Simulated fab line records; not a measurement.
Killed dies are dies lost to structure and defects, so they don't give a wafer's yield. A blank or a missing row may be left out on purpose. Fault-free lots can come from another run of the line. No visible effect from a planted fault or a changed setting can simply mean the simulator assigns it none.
3 desks, one fault	flow nandHarc	each desk holds nothing but its own numbers, with what lay behind them at the end

FOR THE TOOL OWNER'S DESK: harEtch-02
The tool's own readings at NHARC_A_CHANNEL_HOLE_D1_ETCH_25 (etches the open film in C4F8/O2/Ar, time 1040.2 s, target depth 1500 nm): means of the sampled wafers that have a number, for each lot that ran on this tool. Any lot whose mean is over 4 standard deviations away from the usual mean is out of limits and marked OUT; that distance is given in the brackets.
Columns: A = drypumpMotorCurrentA at NHARC_A_CHANNEL_HOLE_D1_ETCH_25, usual 5.4 A; B = showerheadPlenumPTorr at NHARC_A_CHANNEL_HOLE_D1_ETCH_25, usual 3.68 Torr; C = throttleValvePct at NHARC_A_CHANNEL_HOLE_D1_ETCH_25, usual 32.234 %
lot	first seen here	A	B	C
L404	day 9 02:28	6.0	3.67	32.236
L409	day 10 12:26	6.0	3.66	32.242
L411	day 11 09:23	5.6	3.69	32.241
L420	day 15 08:45	5.6	3.67	32.233
L421	day 15 19:35	5.6	3.67	32.230
Finding of this desk: none of the 5 lots has anything out of limits.

THE DEFECT DESK
For each lot, the counts of the inspections along the route, averaged over the sampled wafers that have a number. Any lot whose mean is over 4 standard deviations away from the usual mean is out of limits and marked OUT; that distance is given in the brackets.
Columns: A = rawDefectCount at NHARC_A_ONON_D1_INSPECT_32, usual 67
lot	first seen here	A
L404	day 8 17:18	60
L408	day 10 02:34	118
L409	day 10 02:35	57
L411	day 11 02:07	79
L410	day 11 02:13	100
L413	day 11 22:53	87
L420	day 15 01:45	76
L421	day 15 09:07	48
L423	day 15 23:08	48
L424	day 16 14:48	79
L425	day 17 00:22	58
L427	day 17 23:53	65
Finding of this desk: none of the 12 lots has anything out of limits.

AT THE METROLOGY DESK
What the gauges read, lot by lot, whatever tool the lot ran on: means of the sampled wafers that have a number. Any lot whose mean is over 4 standard deviations away from the usual mean is out of limits and marked OUT; that distance is given in the brackets.
Columns: A = overlayXNm at NHARC_A_CHANNEL_HOLE_D1_OVL_MEAS_11, usual 0.1 nm; B = overlayYNm at NHARC_A_CHANNEL_HOLE_D1_OVL_MEAS_11, usual -0.1 nm
lot	first seen here	A	B
L404	day 8 21:43	-0.5	-0.1
L408	day 10 06:42	-0.4	-0.5
L409	day 10 06:59	-0.5	-1.2
L411	day 11 05:02	0.8	1.4
L410	day 11 05:17	0.2	-0.8
L413	day 12 03:57	0.0	-0.7
L420	day 15 04:28	2.0	-0.5
L421	day 15 15:14	-0.1	-0.3
L423	day 16 02:08	-0.8	1.7
L424	day 16 19:54	-0.4	0.4
L425	day 17 04:20	0.7	1.0
L427	day 18 05:41	1.4	-0.3
Finding of this desk: none of the 12 lots has anything out of limits.

ALL TOGETHER
Nothing out of limits was seen by the tool owner's desk.
Nothing out of limits was seen by the defect desk.
The metrology desk saw nothing out of limits.

WHAT HAD BEEN PUT IN BY THE SIMULATOR
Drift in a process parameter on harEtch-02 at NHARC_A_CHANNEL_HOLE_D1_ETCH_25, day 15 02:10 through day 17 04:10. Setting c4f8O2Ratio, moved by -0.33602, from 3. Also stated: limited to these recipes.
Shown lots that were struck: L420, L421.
